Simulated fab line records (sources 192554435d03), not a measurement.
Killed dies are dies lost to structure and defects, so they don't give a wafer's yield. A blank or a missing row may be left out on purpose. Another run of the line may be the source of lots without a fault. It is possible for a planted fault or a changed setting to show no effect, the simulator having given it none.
Struck lot and sound lot, side by side :: flow n5-finfet :: 16 steps out of a route of 1938
Sound: wafers L892.1, L892.3, L892.4. Struck: wafers L895.2, L895.4, L895.6. The cause is given at the end.
At each step with rows: each side's tool, then ch and its chambers, then its first start. Under that, the readings that differ: sound wafers :: struck wafers :: difference of the means :: sigmas: that difference in standard deviations of wafers without a fault.
alike: words and numbers the same on both sides, and readings whose means are apart by under 2 such deviations; not compared: readings that were withheld, readings missing a value for some wafer, numbers with overlapping values and no deviation given by the record, and bounds like >300 which may hide the same value.
A row with sigmas, a row that says differs or no value, or rows on one side alone: a step with any of these is where the two part. Numbers that don't overlap but have no deviation are shown without sigmas and don't part them. A reading missing from all wafers of one side parts the sides only when that side holds two or more wafers.

first, 5 steps without rows for these wafers: N5_WELL_APT_SOFTBAKE_20 (time 60 s); N5_WELL_APT_EXPOSE_22 (exposes mask PWELL, defocus 0 nm, target cd 200 nm); N5_WELL_APT_PEB_23 (peb time 90 s); N5_WELL_APT_DEVELOP_24 (develop time 45 s); N5_WELL_APT_HARDBAKE_29 (time 120 s).
N5_WELL_APT_CD_MEAS_25: the cd target is 200 nm.
  sound on cd-sem-01 ch 0, day 2 09:02; struck on cd-sem-03 ch 0, day 3 02:48
  alike: cd-nm
N5_WELL_APT_OVL_MEAS_26:
  sound on overlay-02 ch 0, day 2 09:04; struck on overlay-02 ch 0, day 3 02:50
  alike: PWELL_OVL
N5_WELL_APT_INSPECT_27: inspects for defects (macro).
  sound on defect-inspect-02, day 2 09:05; struck on defect-inspect-01, day 3 02:51
  alike: raw-defect-count
N5_WELL_APT_DESCUM_30: chemistry O2, time 7.9 s.
  sound on rie-diel-04 ch 0,1,2, day 2 09:07; struck on rie-diel-05 ch 0,2,3, day 3 03:08
  alike: drypump-motor-current-A, o2-flow-sccm, oes-product-au, rf-vpp-V, showerhead-plenum-p-Torr, throttle-valve-pct
  not compared: rf-hours-counter-h
then, 3 steps without rows for these wafers: N5_WELL_APT_IMPLANT_31; N5_WELL_APT_IMPLANT_32; N5_WELL_APT_STRIP_33 (strips in SPM, time 900 s).
N5_WELL_APT_RTA_34: time 10 s.
  sound on rtp-anneal-02 ch 0, day 2 09:54; struck on rtp-anneal-01 ch 0, day 3 03:55
reading: lamp-power-pct (%)
sound: 12.97 12.95 12.97
struck: 12.36 12.45 12.36
difference: -0.57
sigmas: -12

reading: lamp_zone_1_pct (%)
sound: 13.00 13.01 13.01
struck: 12.38 12.41 12.42
difference: -0.60
sigmas: -20

reading: lamp_zone_2_pct (%)
sound: 13.014 12.992 13.004
struck: 12.347 12.392 12.386
difference: -0.628
sigmas: -22

reading: lamp_zone_3_pct (%)
sound: 13.01 12.94 12.99
struck: 12.34 12.32 12.44
difference: -0.61
sigmas: -20

reading: lamp_zone_4_pct (%)
sound: 12.993 12.985 13.060
struck: 12.395 12.342 12.341
difference: -0.653
sigmas: -22

reading: lamp_zone_5_pct (%)
sound: 13.025 12.991 13.007
struck: 12.451 12.332 12.393
difference: -0.616
sigmas: -21

reading: lamp_zone_6_pct (%)
sound: 12.95 12.86 12.98
struck: 12.31 12.32 12.35
difference: -0.60
sigmas: -18

reading: lamp_zone_7_pct (%)
sound: 13.40 13.43 13.38
struck: 12.76 12.81 12.85
difference: -0.60
sigmas: -19

reading: wafer_temp_C_max
sound: 1003.0 1002.1 1001.9
struck: 1003.1 1006.4 1003.6
difference: +2.0
sigmas: +2
then, 1 step without rows for these wafers: N5_WELL_APT_OXIDE_STRIP_42 (strips SiO2 in dHF, time 45 s, target depth 12 nm).
-- record jumps: 7 days separate the struck wafers' starts on either side; left off in module WELL_APT, taken up again in module BEOL_M4, whose first shown step is the route's number 1111 --
N5_BEOL_M4_RC_MEAS_101:
  sound on prober-02 ch 0, day 9 01:06; struck on prober-02 ch 0, day 10 10:40
  alike: DIBL_N, DIBL_P, IOFF_N, IOFF_P, ION_N, ION_P, SS_N, SS_P, VT_N, VT_P
-- record jumps: 4 days separate the struck wafers' starts on either side; left off in module BEOL_M4, taken up again in module PASSIVATION, whose first shown step is the route's number 1936 --
N5_PASSIVATION_PROBE_49:
  sound on prober-02, day 13 11:44; struck on prober-01, day 14 13:58
  alike: defect-limited-yield, killed_at_M0_to_M3, killed_at_M4_up, killed-at-contacts, killed-at-front-end, killed-at-other, killed-dies, killed-open, killed-short, sort_bin_5_function, sort_bin_6_memory, sort-n-pass, sort-yield-pct

== WHERE THEY PART ==
Only at N5_WELL_APT_RTA_34, as far as this record shows. Later steps at which nothing parts them and some readings are alike: N5_BEOL_M4_RC_MEAS_101, N5_PASSIVATION_PROBE_49.

WHY: the cause the simulator had injected
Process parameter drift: rtp-anneal-01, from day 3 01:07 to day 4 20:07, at N5_WELL_APT_RTA_34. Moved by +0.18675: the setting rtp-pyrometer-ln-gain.
